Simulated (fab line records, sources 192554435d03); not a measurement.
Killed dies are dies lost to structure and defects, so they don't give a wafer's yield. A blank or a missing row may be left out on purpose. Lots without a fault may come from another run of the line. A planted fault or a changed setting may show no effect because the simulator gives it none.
Chamber matching | flow n5_finfet | N5_BEOL_M9_STRIP_19 on rie_diel-01: 4 sister chambers
The step strips in O2. 4 wafers are shown with their chamber, then 8 later ones without.

WAFERS WITH THEIR CHAMBER
wafer  | chamber | throttle_valve_pct (%)
L081.5 | 1       | 16.90
L082.6 | 2       | 16.82
L084.1 | 0       | 16.31
L087.1 | 3       | 16.80

WAFERS WITHOUT THEIR CHAMBER
wafer  | throttle_valve_pct (%)
L087.3 | 16.95
L087.4 | 16.32
L090.1 | 16.81
L090.3 | 16.96
L090.6 | 16.81
L096.1 | 16.46
L096.4 | 16.34
L096.5 | 16.99

WHICH CHAMBER EACH WENT THROUGH
wafer  | from the rows above          | in truth
L087.3 | can't be placed: 1 or 2 or 3 | 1
L087.4 | 0                            | 0
L090.1 | can't be placed: 3 or 2 or 1 | 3
L090.3 | can't be placed: 1 or 2 or 3 | 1
L090.6 | can't be placed: 3 or 2 or 1 | 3
L096.1 | 0                            | 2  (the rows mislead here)
L096.4 | 0                            | 0
L096.5 | can't be placed: 1 or 2 or 3 | 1
Placed correctly: 2 of 8. Can't be placed from these rows: 5 (the true chamber is among the candidates in 5). Placed wrongly: 1.
How it was worked out, from the rows above alone: a wafer's distance from a chamber is the root of the sum, over the readings, of the square of ((its reading less the chamber's mean) divided by the reading's scatter). The wafer belongs to the nearest chamber; if the next one is less than 2 further off, it can't be placed. A chamber's mean is the mean of its shown wafers. The scatter: with one shown wafer a chamber, the root of the mean of the squares of how far each hidden wafer lies from its nearest shown one.
